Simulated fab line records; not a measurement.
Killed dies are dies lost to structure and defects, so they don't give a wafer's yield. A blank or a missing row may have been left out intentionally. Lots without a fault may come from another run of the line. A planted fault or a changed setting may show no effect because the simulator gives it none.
Matching of chambers    flow nandHarc    4 sister chambers for NHARC_P_GATE_DESCUM_13 on rieDiel-01
The step chemistry O2, time 3 s. 16 wafers are shown with their chamber, then 8 later ones without.

== WAFERS PAIRED WITH THEIR CHAMBERS ==
wafer   chamber  showerheadPlenumPTorr (Torr)  drypumpMotorCurrentA (A)  throttleValvePct (%)
L078.2  0        1.86                          6.2                       11.315
L078.5  1        1.80                          5.5                       11.321
L078.6  2        2.03                          6.4                       11.299
L081.2  3        1.95                          6.0                       11.306
L081.3  1        1.80                          5.5                       11.319
L081.5  0        1.86                          6.2                       11.323
L085.1  2        2.03                          6.3                       11.316
L085.2  0        1.86                          6.2                       11.312
L085.3  3        1.95                          6.0                       11.322
L089.1  2        2.02                          6.3                       11.303
L089.3  3        1.95                          6.0                       11.299
L089.5  2        2.02                          6.4                       11.308
L090.3  3        1.95                          6.0                       11.310
L090.4  1        1.80                          5.4                       11.319
L090.6  0        1.86                          6.2                       11.307
L091.2  0        1.86                          6.2                       11.321

SIGNATURES (means of the wafers above)
reading                chamber 0  chamber 1  chamber 2  chamber 3  scatter within a chamber
showerheadPlenumPTorr  1.8600     1.8000     2.0250     1.9500     0.00289
drypumpMotorCurrentA   6.200      5.467      6.350      6.000      0.0373
throttleValvePct       11.31560   11.31967   11.30650   11.30925   0.00715
Rule: a wafer lies at a distance from a chamber equal to the root of the sum of squares, over the readings, of (its reading less the chamber's mean, divided by the reading's scatter). If the next closest chamber is less than 2 further off than the closest, the wafer can't be placed; otherwise it belongs to the closest. The scatter: the root of (the sum of the squares of (reading less its chamber's mean) over the shown wafers, divided by (wafers less chambers)).

== WAFERS WITH NO CHAMBER GIVEN ==
wafer   showerheadPlenumPTorr (Torr)  drypumpMotorCurrentA (A)  throttleValvePct (%)
L091.5  1.80                          5.4                       11.305
L091.6  1.86                          6.2                       11.315
L093.1  1.80                          5.5                       11.319
L093.3  2.02                          6.4                       11.322
L093.6  1.86                          6.2                       11.306
L094.1  1.86                          6.2                       11.326
L094.3  1.80                          5.4                       11.296
L094.4  2.02                          6.4                       11.315

== WHICH CHAMBER EACH WENT THROUGH ==
wafer   from the rows above  in truth
L091.5  1                    1
L091.6  0                    0
L093.1  1                    1
L093.3  2                    2
L093.6  0                    0
L094.1  0                    0
L094.3  1                    1
L094.4  2                    2
Correct placement for 8 of the 8. Not placeable from these rows: 0. Placed wrongly: 0.
